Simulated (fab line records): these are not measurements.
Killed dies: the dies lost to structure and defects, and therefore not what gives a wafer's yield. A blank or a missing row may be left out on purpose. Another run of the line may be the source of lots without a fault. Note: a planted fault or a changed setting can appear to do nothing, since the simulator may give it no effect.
Comparing a struck lot with a sound one -- flow n5 finfet -- 39 steps out of a route of 1938
Sound: wafers L684.1, L684.2, L684.5. Struck: wafer L702.3 (left out: L702.5, L702.6 of the same lot, which were not struck); the cause appears at the end.
At each step with rows: each side's tool, then ch and its chambers, then its first start. Under that, the readings that differ: sound wafers -- struck wafers -- difference of the means -- sigmas: that difference in standard deviations of wafers without a fault.
alike: words and numbers the same on both sides, and readings whose means are apart by under 2 such deviations; not compared: readings that were withheld, readings missing a value for some wafer, numbers with overlapping values and no deviation given by the record, and bounds like >300 which may hide the same value.
A row with sigmas, a row that says differs or no value, or rows on one side alone: a step with any of these is where the two part. Numbers that have no deviation but don't overlap get no sigmas and don't part them. Lack of a reading on every wafer of one side parts them only where that side has two or more wafers.

first, 9 steps without rows for these wafers: N5_BEOL_M14_SOFTBAKE_23 (time 60 s); N5_BEOL_M14_EXPOSE_25 (exposes mask M14, target cd 280 nm); N5_BEOL_M14_PEB_26 (peb time 90 s); N5_BEOL_M14_DEVELOP_27 (develop time 45 s); N5_BEOL_M14_HARDBAKE_32 (time 120 s); N5_BEOL_M14_DESCUM_33 (chemistry O2, time 7.9 s); N5_BEOL_M14_ETCH_67 (etches SiARC in CF4, target depth 143 nm, time 238.3 s); N5_BEOL_M14_ETCH_68 (etches SOC in N2/H2, time 450 s); N5_BEOL_M14_STRIP_69 (strips in N2/H2).
N5_BEOL_M14_TRENCH_ETCH_34: etches SiO2 in C4F8/O2/Ar, target depth 556.65 nm, time 126.9 s.
  sound on rie diel-03 ch 2,3, day 13 05:33; struck on rie diel-03 ch 2, day 18 00:09
reading,sound,struck,difference,sigmas
model.etch.depth nm (nm),556.4 531.3 557.9,429.3,-119.2,
  alike: drypump motor current A, oes product au, rf vpp V, showerhead plenum p Torr, throttle valve pct
  not compared: rf hours counter h
then, 1 step without rows for these wafers: N5_BEOL_M14_STRIP_70 (strips in C4F8/O2/Ar).
N5_BEOL_M14_OCD_MEAS_35:
  sound on ocd-02, day 13 05:42; struck on ocd-01, day 18 00:19
reading,sound,struck,difference,sigmas
trench depth nm (nm),556 531 558,430,-118,-8
then, 11 steps without rows for these wafers: N5_BEOL_M14_STRIP_37 (strips in O2); N5_BEOL_M14_ETCH_38 (etches SiCN in CF4/N2, target depth 106.5 nm, time 120.6 s); N5_BEOL_M14_PRECLEAN_39 (cleans in residue remover, time 60 s); N5_BEOL_M14_SRD_40 (time 30 s, dry time 30 s); N5_BEOL_M14_DEGAS_41 (time 60 s); N5_BEOL_M14_PRE_CLEAN_42 (time 30 s); N5_BEOL_M14_SPUTTER_43 (material TaN, target thk 15 nm, time 24.19 s); N5_BEOL_M14_SPUTTER_44 (material Ta, target thk 15 nm, time 24.19 s); N5_BEOL_M14_SPUTTER_45 (material Cu, target thk 100 nm, time 16.67 s); N5_BEOL_M14_ECD_47 (material Cu, target thk 1248 nm); N5_BEOL_M14_ANNEAL_48 (time 90 s).
N5_BEOL_M14_CMP_49: polishes, stops on SiO2, t overpolish 5.2 s, target thk 560 nm.
  sound on cmp-03 ch 1,3, day 13 08:50; struck on cmp-03 ch 0, day 18 02:04
reading,sound,struck,difference,sigmas
model.Cu_of_BEOL_M14_ECD_47.thk nm (nm),561 536.4 563,431.2,-122.3,
  alike: barrier field endpoint s, motor current A, overpolish run s, platen rpm, time to endpoint s
N5_BEOL_M14_THK_MEAS_50: measures by xrf.
  sound on film metro-01, day 13 09:08; struck on film metro-02, day 18 02:15
reading,sound,struck,difference,sigmas
M14_THK (nm),562 537 565,423,-132,-9
then, 2 steps without rows for these wafers: N5_BEOL_M14_PRE_CLEAN_52 (time 15 s); N5_BEOL_M14_DEP_53 (deposits SiCN from 3MS/NH3, target thk 50 nm, time 17.8 s).
N5_BEOL_M14_RS_MEAS_54: the measuring method here is four-point-probe.
  sound on film metro-02, day 13 09:16; struck on film metro-02, day 18 02:25
reading,sound,struck,difference,sigmas
M14_RS (ohm/sq),0.0332 0.0346 0.0330,0.0434,+0.0098,+11
then, 9 steps without rows for these wafers: N5_BEOL_M15_ILD_DEP_00 (deposits SiO2 from TEOS/O2, target thk 1629.3 nm, time 346.1 s); N5_BEOL_M15_COAT_58 (time 60 s, resist thk 89 nm); N5_BEOL_M15_COAT_04 (resist thk 800 nm); N5_BEOL_M15_EBR_06; N5_BEOL_M15_SOFTBAKE_05 (time 60 s); N5_BEOL_M15_EXPOSE_07 (exposes mask V14); N5_BEOL_M15_PEB_08 (peb time 90 s); N5_BEOL_M15_DEVELOP_09 (develop time 45 s); N5_BEOL_M15_HARDBAKE_14 (time 120 s).
N5_BEOL_M15_RC_MEAS_101:
  sound on prober-01 ch 0, day 13 20:25; struck on prober-01 ch 0, day 18 11:29
reading,sound,struck,difference,sigmas
COMB_M5 (S/m),2.7e-11 3.1e-11 3.2e-11,4.4e-11,+1.4e-11,+2
COMB_M6 (S/m),3.2e-11 3.6e-11 4.2e-11,2.1e-11,-1.6e-11,-3
COMB_M7 (S/m),2.4e-11 1.7e-11 1.7e-11,3.7e-11,+1.8e-11,+3
COMB_M8 (S/m),3.3e-11 3.8e-11 3.9e-11,2.7e-11,-9.7e-12,-2
SERP_M10 (ohm/um),3.04 2.96 3.03,3.20,+0.19,+2
SERP_M13 (ohm/um),0.303 0.303 0.306,0.320,+0.016,+2
SERP_M14 (ohm/um),0.162 0.167 0.161,0.211,+0.048,+10
SERP_M14_max_site (ohm/um),0.163 0.168 0.163,0.213,+0.048,+10
SERP_M7 (ohm/um),13.4 13.6 13.4,15.3,+1.8,+3
  alike: COMB_M10, COMB_M11, COMB_M12, COMB_M13, COMB_M13_max_site, COMB_M15, COMB_M15_max_site, COMB_M9, SERP_M11, SERP_M12, SERP_M5, SERP_M6, SERP_M8, SERP_M9, SERP_M9_max_site
following that, these wafers have no rows for 1 step: N5_PASSIVATION_PROBE_49.

## WHERE THEY PART
First at N5_BEOL_M14_OCD_MEAS_35; last, within this record, at N5_BEOL_M15_RC_MEAS_101.

WHY: the cause the simulator had injected
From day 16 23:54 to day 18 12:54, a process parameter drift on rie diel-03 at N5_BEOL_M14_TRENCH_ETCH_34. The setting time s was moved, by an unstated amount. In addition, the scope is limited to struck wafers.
